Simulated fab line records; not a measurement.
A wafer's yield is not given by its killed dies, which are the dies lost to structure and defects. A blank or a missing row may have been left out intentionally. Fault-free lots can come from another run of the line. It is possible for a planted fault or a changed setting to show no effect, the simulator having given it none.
fab line records	flow n5-finfet
[record] lots = 6	wafers = 18	last-day = 18
route steps=1938 shown BEOL_M6@1226
lots with no fault: from the same line, run without faults
start-h: hours from the record's opening day to when the first of the lot's shown wafers began	wait-h: hours elapsed since this lot's preceding step	" the same as in the row above	L1.1+2: one row covering several wafers at once	- no value present, or no start provided	* or withheld: withheld	< > ~ a bound
route shown NAME@n: NAME is a module with steps in the file, n the number in the route of the first one	usual: mean/standard deviation of fault-free wafers	same: alike in all rows	chamber/n: place in a boat	sites: per-site readings	_std_site: how widely they spread, as a standard deviation	_edge_site: mean of outer sites minus mean of inner sites	radius-mm: how far each site lies from the wafer's centre	mask NAME#n: copy n	behind: tool/chamber where the wafer was last shaped	hold: cause of the lot's hold/its duration in hours/its outcome	device: the n, p or np transistor that did not switch	end of line: the tests these same wafers got at the end of their route	for a step that has no rows: nothing shown but its recipe	killed: count of dies lost to structure and defects at first sort (not the wafer's yield)	map: shows each die of a wafer: x if killed, . if not, _ if none is there
set.NAME: setting as actually run; set.NAME@STEP: the setting as run at that earlier step	model.NAME: the simulator's own value behind a step, which no gauge read
lots at some steps of the route; a table a step, a row a wafer
services: when a tool's chamber went out of use (start-h, in hours from the record's first day, below 0 if earlier), for how many hours, and the reason
[[steps]]
[step N5_BEOL_M6_DEVELOP_27]
[recipe] develop-time-s = 30	developer = TMAH	resist = CAR-EUV	rinse-liquid = surfactant-rinse	dry = air-spin	dev-temp-c = 23
[step N5_BEOL_M6_CD_MEAS_28]
[recipe] target-cd-nm = 40	landing-energy-ev = 500	detector = se-inlens
[usual] cd-nm = 40.04/0.23
lot.wafer	tool	chamber	start-h	wait-h	cd-nm
L530.3	cd-sem-03	0	204.99	-	40.26
L530.5	"	0	"	"	39.64
L530.6	"	0	"	"	39.94
L533.1	cd-sem-03	0	225.17	-	39.48
L533.3	"	0	"	"	40.11
L533.5	"	0	"	"	40.45
L537.3	cd-sem-01	0	258.26	-	40.27
L537.4	"	0	"	"	39.87
L537.6	"	0	"	"	39.70
L540.3	cd-sem-03	0	273.03	-	40.09
L540.5	"	0	"	"	39.75
L540.6	"	0	"	"	39.84
L546.2	cd-sem-02	0	317.64	-	40.05
L546.5	"	0	"	"	40.22
L546.6	"	0	"	"	40.41
L548.3	cd-sem-03	0	332.34	-	39.85
L548.4	"	0	"	"	39.75
L548.5	"	0	"	"	39.64
[step N5_BEOL_M6_OVL_MEAS_29]
[recipe] points-per-wafer = 522
[usual] V5_OVL = 0.1/0.85
lot.wafer	tool	chamber	start-h	wait-h	V5_OVL[nm]
L530.3	overlay-02	0	205.03	0.0	0.4
L530.5	"	0	"	"	1.3
L530.6	"	0	"	"	1.1
L533.1	overlay-01	0	225.20	0.0	-1.4
L533.3	"	0	"	"	-1.0
L533.5	"	0	"	"	-0.3
L537.3	overlay-01	0	258.30	0.0	-0.1
L537.4	"	0	"	"	0.2
L537.6	"	0	"	"	-0.8
L540.3	overlay-02	0	273.07	0.0	-0.7
L540.5	"	0	"	"	0.1
L540.6	"	0	"	"	-1.4
L546.2	overlay-02	0	317.67	0.0	0.2
L546.5	"	0	"	"	-1.0
L546.6	"	0	"	"	-0.6
L548.3	overlay-02	0	332.38	0.0	0.5
L548.4	"	0	"	"	0.8
L548.5	"	0	"	"	1.5
[step N5_BEOL_M6_INSPECT_30]
[recipe] mode = adi	inspect-instrument = brightfield
[usual] raw-defect-count = 427/100
lot.wafer	tool	chamber	start-h	wait-h	raw-defect-count
L530.3	defect-inspect-02	-	205.09	0.1	318
L530.5	"	-	"	"	357
L530.6	"	-	"	"	410
L533.1	defect-inspect-01	-	225.26	0.1	255
L533.3	"	-	"	"	359
L533.5	"	-	"	"	385
L537.3	defect-inspect-02	-	258.34	0.0	407
L537.4	"	-	"	"	404
L537.6	"	-	"	"	453
L540.3	defect-inspect-01	-	273.11	0.0	354
L540.5	"	-	"	"	401
L540.6	"	-	"	"	477
L546.2	defect-inspect-01	-	317.72	0.0	300
L546.5	"	-	"	"	452
L546.6	"	-	"	"	450
L548.3	defect-inspect-02	-	332.42	0.0	522
L548.4	"	-	"	"	522
L548.5	"	-	"	"	523
[step N5_BEOL_M6_DESCUM_33]
[recipe] chemistry = O2	time-s = 7	source-power-w = 50	bias-power-w = 20	pressure-mtorr = 20	rf-frequency-hz = 2.712e+07	temp-c = 40	resist = CAR-EUV	o2-flow-sccm = 225
[usual] bias-power-w = 20.01/0.067	chamber-pressure-mTorr = 19.997/0.019	drypump-motor-current-A = 5.8/0.46	oes-product-au = 0.85/0.079	rf-vpp-V = 243.3/1.2	showerhead-plenum-p-Torr = 2.10/0.059	throttle-valve-pct = 20.35/0.21
lot.wafer	tool	chamber	start-h	wait-h	bias-power-w	chamber-pressure-mTorr	drypump-motor-current-A	oes-product-au	rf-hours-counter-h	rf-vpp-V	showerhead-plenum-p-Torr	throttle-valve-pct
L530.3	rie-diel-03	3	205.27	0.2	19.93	20.008	5.7	0.93	15	243.1	2.05	20.02
L530.5	"	0	"	"	19.99	19.989	5.9	0.91	-	243.6	2.14	20.51
L530.6	"	1	"	"	20.03	19.952	6.0	0.84	-	242.8	2.04	20.40
L533.1	rie-diel-03	2	225.58	0.3	20.11	20.002	5.3	0.86	44	243.4	2.12	20.40
L533.3	"	1	"	"	19.97	20.027	6.0	0.84	60	241.2	2.03	20.42
L533.5	"	0	"	"	19.91	20.011	5.8	0.90	-	244.9	2.13	20.51
L537.3	rie-diel-03	2	258.61	0.3	20.00	19.987	5.3	0.86	55	243.4	2.12	20.41
L537.4	"	1	"	"	19.99	20.014	6.0	0.82	71	241.6	2.03	20.41
L537.6	"	1	"	"	19.96	19.981	6.0	0.82	-	243.3	2.03	20.42
L540.3	rie-diel-01	2	273.15	0.0	19.96	19.981	5.3	0.90	18	243.4	2.04	20.22
L540.5	"	2	"	"	19.98	20.011	5.3	0.91	-	242.5	2.04	20.22
L540.6	"	3	"	"	20.10	19.982	5.4	0.98	-	241.7	2.06	20.28
L546.2	rie-diel-06	3	317.76	0.0	19.92	20.017	5.7	0.71	229	242.5	2.05	20.80
L546.5	"	1	"	"	19.95	19.983	6.1	0.82	-	246.5	2.23	20.36
L546.6	"	2	"	"	20.08	20.027	5.6	0.87	-	243.7	2.13	20.30
L548.3	rie-diel-06	0	332.46	0.0	19.94	20.006	5.1	0.75	190	243.5	2.14	20.35
L548.4	"	1	"	"	20.07	19.982	6.0	0.82	90	243.5	2.22	20.37
L548.5	"	2	"	"	20.02	20.004	5.6	0.87	-	243.4	2.13	20.30
[step N5_BEOL_M6_ETCH_72]
[recipe] chemistry = N2/H2	target = underlayer	target-depth-a = 65	mask-material = CAR-EUV	time-s = 5.2	ion-energy-ev = 200	pressure-mtorr = 30	source-w = 840	bias-w = 150	n2-flow-sccm = 200	h2-flow-sccm = 200	ends = cleared
[usual] bias-w = 150.0/0.44	chamber-pressure-mTorr = 30.00/0.044	drypump-motor-current-A = 5.8/0.46	etch-rf-on-time-s = 5.12/0.12	oes-product-au = 0.73/0.067	rf-vpp-V = 524.2/2.4	showerhead-plenum-p-Torr = 2.56/0.068	throttle-valve-pct = 17.83/0.26
lot.wafer	tool	chamber	start-h	wait-h	bias-w	chamber-pressure-mTorr	drypump-motor-current-A	etch-rf-on-time-s	oes-product-au	rf-hours-counter-h	rf-vpp-V	showerhead-plenum-p-Torr	throttle-valve-pct
L530.3	rie-diel-03	3	205.30	0.0	149.4	30.07	5.7	4.90	0.82	15	522.7	2.49	17.56
L530.5	"	0	"	"	149.7	30.05	5.9	5.16	0.77	-	525.9	2.59	17.91
L530.6	"	1	"	"	150.4	29.98	6.0	5.11	0.73	-	521.3	2.48	17.81
L533.1	rie-diel-03	2	225.62	0.0	150.2	30.04	5.3	5.37	0.72	44	525.0	2.59	17.89
L533.3	"	1	"	"	149.8	29.99	6.0	5.11	0.73	60	519.7	2.47	17.84
L533.5	"	0	"	"	149.7	30.01	5.9	5.26	0.76	-	522.6	2.58	17.93
L537.3	rie-diel-03	2	258.65	0.0	149.6	29.93	5.3	5.31	0.71	55	524.4	2.59	17.91
L537.4	"	1	"	"	149.4	29.97	6.0	5.13	0.71	71	523.2	2.47	17.85
L537.6	"	1	"	"	150.3	30.07	6.0	5.08	0.72	-	520.0	2.47	17.86
L540.3	rie-diel-01	2	273.18	0.0	150.4	30.02	5.3	4.99	0.78	18	519.6	2.50	17.71
L540.5	"	2	"	"	150.2	29.99	5.3	5.03	0.77	-	522.4	2.50	17.71
L540.6	"	3	"	"	150.7	29.95	5.4	5.08	0.83	-	521.0	2.50	17.75
L546.2	rie-diel-06	3	317.79	0.0	150.0	29.89	5.7	4.99	0.62	229	523.5	2.52	18.46
L546.5	"	1	"	"	149.9	30.02	6.1	5.19	0.70	-	528.2	2.68	17.66
L546.6	"	2	"	"	149.8	29.86	5.6	5.18	0.76	-	524.4	2.60	17.84
L548.3	rie-diel-06	0	332.49	0.0	149.7	29.96	5.2	5.34	0.63	190	525.4	2.64	18.07
L548.4	"	1	"	"	150.0	30.09	6.1	5.11	0.70	90	528.5	2.68	17.65
L548.5	"	2	"	"	150.4	29.93	5.5	5.18	0.76	-	527.1	2.59	17.89
[step N5_BEOL_M6_ETCH_65]
[recipe] chemistry = CF4	target = SiARC	target-depth-a = 156	mask-material = CAR-EUV	time-s = 26	ion-energy-ev = 80	pressure-mtorr = 40	source-w = 545	bias-w = 36	Ar_flow_sccm = 100	cf4-flow-sccm = 100	ends = cleared
[usual] bias-w = 35.98/0.11	chamber-pressure-mTorr = 40.00/0.033	drypump-motor-current-A = 5.8/0.45	etch-rf-on-time-s = 25.6/0.67	oes-product-au = 0.73/0.067	rf-vpp-V = 184.3/1	showerhead-plenum-p-Torr = 2.15/0.052	throttle-valve-pct = 15.54/0.23
lot.wafer	tool	chamber	start-h	wait-h	bias-w	chamber-pressure-mTorr	drypump-motor-current-A	etch-rf-on-time-s	oes-product-au	rf-hours-counter-h	rf-vpp-V	showerhead-plenum-p-Torr	throttle-valve-pct
L530.3	rie-diel-03	3	205.32	0.0	35.94	39.97	5.8	24.7	0.82	15	184.7	2.10	15.21
L530.5	"	0	"	"	36.08	40.04	5.9	26.1	0.78	-	185.7	2.18	15.64
L530.6	"	1	"	"	36.26	39.97	6.0	25.6	0.73	-	183.7	2.09	15.55
L533.1	rie-diel-03	2	225.64	0.0	36.07	39.96	5.3	26.8	0.73	44	185.1	2.17	15.56
L533.3	"	1	"	"	36.06	40.03	6.0	26.2	0.71	60	183.3	2.09	15.58
L533.5	"	0	"	"	35.74	40.04	5.8	26.3	0.75	-	185.7	2.18	15.66
L537.3	rie-diel-03	2	258.66	0.0	35.86	39.92	5.3	26.8	0.71	55	183.8	2.16	15.57
L537.4	"	1	"	"	36.00	40.00	6.0	26.0	0.70	71	182.1	2.09	15.60
L537.6	"	1	"	"	35.94	40.01	6.0	25.8	0.71	-	184.8	2.09	15.58
L540.3	rie-diel-01	2	273.20	0.0	35.85	40.01	5.3	24.9	0.79	18	184.1	2.10	15.46
L540.5	"	2	"	"	35.94	39.97	5.3	24.8	0.79	-	183.1	2.10	15.44
L540.6	"	3	"	"	36.01	39.94	5.5	25.1	0.84	-	183.9	2.11	15.35
L546.2	rie-diel-06	3	317.81	0.0	35.95	39.97	5.7	25.0	0.62	229	183.2	2.11	16.11
L546.5	"	1	"	"	35.87	40.00	6.0	25.6	0.71	-	186.3	2.25	15.43
L546.6	"	2	"	"	35.97	40.04	5.6	25.9	0.76	-	184.4	2.18	15.48
L548.3	rie-diel-06	0	332.51	0.0	35.87	39.99	5.1	27.2	0.62	190	186.6	2.21	15.74
L548.4	"	1	"	"	36.02	40.01	6.0	25.6	0.70	90	184.2	2.25	15.43
L548.5	"	2	"	"	36.13	39.98	5.5	26.5	0.75	-	184.8	2.18	15.48
[step N5_BEOL_M6_ETCH_66]
[recipe] chemistry = N2/H2	target = SOC	target-depth-a = 800	overetch-a = 160	mask-material = SiARC	temp-c = 40	time-s = 120	ion-energy-ev = 200	pressure-mtorr = 30	source-w = 840	bias-w = 150	n2-flow-sccm = 200	h2-flow-sccm = 200
[usual] bias-w = 150.0/0.45	chamber-pressure-mTorr = 30.00/0.03	drypump-motor-current-A = 5.8/0.46	oes-product-au = 0.65/0.056	rf-vpp-V = 524.3/2.1	showerhead-plenum-p-Torr = 2.56/0.068	throttle-valve-pct = 17.79/0.26
lot.wafer	tool	chamber	start-h	wait-h	bias-w	chamber-pressure-mTorr	drypump-motor-current-A	oes-product-au	rf-hours-counter-h	rf-vpp-V	showerhead-plenum-p-Torr	throttle-valve-pct
L530.3	rie-diel-03	3	205.35	0.0	150.7	29.99	5.8	0.70	15	522.4	2.49	17.50
L530.5	"	0	"	"	150.2	30.05	5.9	0.68	-	525.3	2.59	17.88
L530.6	"	1	"	"	149.4	29.99	6.0	0.65	-	522.6	2.48	17.76
L533.1	rie-diel-03	2	225.66	0.0	149.5	29.99	5.3	0.66	44	524.7	2.59	17.85
L533.3	"	1	"	"	149.2	30.01	6.0	0.64	60	521.9	2.47	17.79
L533.5	"	0	"	"	149.3	29.99	5.9	0.68	-	525.0	2.58	17.89
L537.3	rie-diel-03	2	258.69	0.0	149.6	30.01	5.3	0.66	55	524.7	2.59	17.87
L537.4	"	1	"	"	150.9	30.00	6.0	0.64	71	521.0	2.47	17.80
L537.6	"	1	"	"	149.9	30.05	6.0	0.63	-	520.4	2.47	17.80
L540.3	rie-diel-01	2	273.23	0.0	149.9	30.00	5.3	0.70	18	523.5	2.50	17.68
L540.5	"	2	"	"	150.6	29.99	5.3	0.69	-	523.8	2.50	17.68
L540.6	"	3	"	"	150.3	30.03	5.5	0.74	-	521.1	2.50	17.71
L546.2	rie-diel-06	3	317.84	0.0	149.7	30.02	5.7	0.55	229	522.3	2.52	18.42
L546.5	"	1	"	"	149.7	29.97	6.1	0.63	-	528.3	2.68	17.60
L546.6	"	2	"	"	150.8	29.99	5.6	0.68	-	525.0	2.60	17.82
L548.3	rie-diel-06	0	332.54	0.0	149.7	30.02	5.1	0.58	190	525.5	2.64	18.04
L548.4	"	1	"	"	150.3	30.05	6.0	0.62	90	527.7	2.68	17.62
L548.5	"	2	"	"	149.9	30.00	5.6	0.67	-	525.0	2.59	17.81
[step N5_BEOL_M6_STRIP_69]
[recipe] chemistry = N2/H2	temp-c = 40	n2-flow-sccm = 200	h2-flow-sccm = 200	rf-frequency-hz = 6e+07
[step N5_BEOL_M6_STRIP_73]
[recipe] chemistry = N2/H2	temp-c = 40	n2-flow-sccm = 200	h2-flow-sccm = 200	rf-frequency-hz = 6e+07
[step N5_BEOL_M6_VIA_ETCH_34]
[recipe] chemistry = C4F6/O2	target = SiCOH_lowk	target-depth-a = 1263	mask-material = SOC	taper-deg = 4	time-s = 50.9	ion-energy-ev = 250	pressure-mtorr = 30	source-w = 345	bias-w = 185	Ar_flow_sccm = 300	C4F6_flow_sccm = 10	O2_flow_sccm = 10
[step N5_BEOL_M6_STRIP_76]
[recipe] chemistry = C4F6/O2	resist = SiARC	rf-frequency-hz = 6e+07
[step N5_BEOL_M6_STRIP_36]
[recipe] chemistry = N2/H2	power-w = 450	temp-c = 40	pressure-mtorr = 20	rf-frequency-hz = 6e+07	overash-fraction = 0.3	bias-power-w = 7	h2-frac = 0.5	n2-flow-sccm = 200	h2-flow-sccm = 200
[usual] bias-power-w = 7.003/0.019	chamber-pressure-mTorr = 20.00/0.033	drypump-motor-current-A = 5.8/0.45	h2-flow-sccm = 200.1/0.63	oes-product-au = 0.85/0.078	rf-vpp-V = 59.2/1.5	showerhead-plenum-p-Torr = 2.56/0.068	throttle-valve-pct = 23.7/0.31
lot.wafer	tool	chamber	start-h	wait-h	bias-power-w	chamber-pressure-mTorr	drypump-motor-current-A	h2-flow-sccm	oes-product-au	rf-hours-counter-h	rf-vpp-V	showerhead-plenum-p-Torr	throttle-valve-pct
L530.3	rie-diel-03	3	205.50	0.0	6.978	20.02	5.8	199.6	0.92	15	57.3	2.49	23.5
L530.5	"	0	"	"	6.999	19.97	5.9	199.2	0.91	-	55.9	2.58	23.8
L530.6	"	1	"	"	7.004	20.00	6.0	200.1	0.84	-	60.5	2.47	23.7
L533.1	rie-diel-03	2	225.82	0.0	6.976	19.96	5.3	220.3	0.87	44	59.7	2.65	25.0
L533.3	"	1	"	"	7.016	20.01	6.1	220.9	0.84	60	56.8	2.53	25.0
L533.5	"	0	"	"	7.002	19.98	5.8	220.6	0.90	-	57.6	2.64	25.2
L537.3	rie-diel-03	2	258.84	0.0	7.022	20.02	5.3	220.3	0.86	55	59.5	2.65	25.0
L537.4	"	1	"	"	6.972	19.99	6.0	219.3	0.82	72	59.9	2.52	25.1
L537.6	"	1	"	"	6.973	19.97	6.0	219.3	0.82	-	57.1	2.52	25.0
L540.3	rie-diel-01	2	273.38	0.0	7.017	19.97	5.3	200.8	0.91	18	61.6	2.49	23.5
L540.5	"	2	"	"	7.015	19.98	5.3	200.3	0.91	-	58.5	2.49	23.5
L540.6	"	3	"	"	7.017	20.00	5.5	200.5	0.97	-	59.5	2.50	23.7
L546.2	rie-diel-06	3	317.99	0.0	6.991	19.99	5.6	200.0	0.72	229	58.0	2.51	24.3
L546.5	"	1	"	"	6.985	20.02	6.1	200.5	0.83	-	56.7	2.68	23.4
L546.6	"	2	"	"	7.029	20.03	5.5	199.5	0.88	-	61.1	2.59	23.8
L548.3	rie-diel-06	0	332.69	0.0	6.980	19.96	5.2	198.8	0.74	190	59.5	2.64	23.9
L548.4	"	1	"	"	6.969	20.04	6.0	200.3	0.83	90	61.9	2.68	23.4
L548.5	"	2	"	"	7.019	20.03	5.6	200.9	0.87	-	60.7	2.59	23.8
[step N5_BEOL_M6_TRENCH_ETCH_37]
[recipe] chemistry = C4F6/O2	target-depth-a = 944.35	target = SiCOH_lowk	time-s = 31.5	ion-energy-ev = 250	pressure-mtorr = 30	source-w = 345	bias-w = 185	Ar_flow_sccm = 300	C4F6_flow_sccm = 10	O2_flow_sccm = 10
[usual] bias-w = 185.0/0.48	chamber-pressure-mTorr = 29.995/0.029	drypump-motor-current-A = 5.8/0.45	oes-product-au = 0.85/0.078	rf-vpp-V = 660/11	showerhead-plenum-p-Torr = 2.87/0.076	throttle-valve-pct = 20.90/0.22
lot.wafer	tool	chamber	start-h	wait-h	bias-w	chamber-pressure-mTorr	drypump-motor-current-A	oes-product-au	rf-hours-counter-h	rf-vpp-V	showerhead-plenum-p-Torr	throttle-valve-pct
L530.3	rie-diel-03	3	-	-	184.5	29.956	5.7	0.95	15	649	2.78	20.48
L530.5	"	0	"	"	184.7	29.975	5.9	0.91	-	674	2.90	20.99
L530.6	"	1	"	"	185.8	30.020	6.0	0.85	-	654	2.80	21.06
L533.1	rie-diel-03	2	-	-	184.4	30.034	5.4	0.85	44	658	2.90	20.96
L533.3	"	1	"	"	184.7	30.000	6.0	0.84	60	655	2.80	21.08
L533.5	"	0	"	"	184.7	30.022	5.9	0.89	-	674	2.89	21.00
L537.3	rie-diel-03	2	-	-	184.9	30.047	5.3	0.86	55	658	2.89	20.97
L537.4	"	1	"	"	185.4	29.954	6.0	0.84	72	655	2.80	21.11
L537.6	"	1	"	"	185.3	30.003	6.0	0.83	-	656	2.80	21.10
L540.3	rie-diel-01	2	-	-	184.5	29.969	5.3	0.90	18	644	2.80	20.81
L540.5	"	2	"	"	184.6	29.981	5.3	0.90	-	643	2.80	20.84
L540.6	"	3	"	"	185.1	29.959	5.5	0.97	-	661	2.80	20.75
L546.2	rie-diel-06	3	-	-	185.4	30.031	5.7	0.72	229	652	2.79	21.32
L546.5	"	1	"	"	183.5	30.029	6.1	0.83	-	669	3.02	20.86
L546.6	"	2	"	"	185.0	30.047	5.5	0.89	-	671	2.91	20.88
L548.3	rie-diel-06	0	-	-	185.4	30.027	5.2	0.73	190	680	2.96	21.13
L548.4	"	1	"	"	185.1	29.991	6.0	0.82	90	669	3.01	20.87
L548.5	"	2	"	"	185.2	29.986	5.6	0.88	-	669	2.90	20.90
[[services]]
tool	chamber	start-h	hours	kind
rie-diel-06	2	184.66	-	clean
rie-diel-06	2	184.66	-	consumable-replace:focus-ring
rie-diel-06	2	184.66	21.6	scheduled-down
rie-diel-06	2	184.66	21.6	vent-cycle
rie-diel-01	2	210.24	-	clean
rie-diel-01	2	210.24	-	consumable-replace:focus-ring
rie-diel-01	2	210.24	15.4	scheduled-down
rie-diel-01	2	210.24	15.4	vent-cycle
rie-diel-03	-	221.21	0.3	repair
rie-diel-01	3	247.96	-	clean
rie-diel-01	3	247.96	-	consumable-replace:focus-ring
rie-diel-01	3	247.96	16.2	scheduled-down
rie-diel-01	3	247.96	16.2	vent-cycle
rie-diel-03	1	267.61	8.5	repair
rie-diel-01	-	282.13	15.6	pm
rie-diel-03	0	288.61	3.7	repair
rie-diel-06	-	319.09	2.8	pm
[[key]]
[first-sign] step = N5_BEOL_M6_STRIP_36	reading = h2-flow-sccm	direction = up	sigmas = 32	usual = 200.1	struck = 220.1
[effect] step = N5_BEOL_M6_STRIP_36	reading = throttle-valve-pct	direction = up	sigmas = 4.4	usual = *	struck = *
met-at N5_BEOL_M6_STRIP_36
struck-wafers L533.1,L533.3,L533.5,L537.3,L537.4,L537.6
rows-end L533.1,L533.3,L533.5
onset-between 205.50 225.82
[fault] kind = process-parameter-drift	tool = rie-diel-03	chamber = -	onset-h = 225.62	steps = N5_BEOL_M6_STRIP_36	channel = h2-flow-sccm	offset = 20	shape = step	acts-in = these-recipes-only	stated = 200
// rows-end: these wafers met a further fault down the route, and their rows from its step on are left out
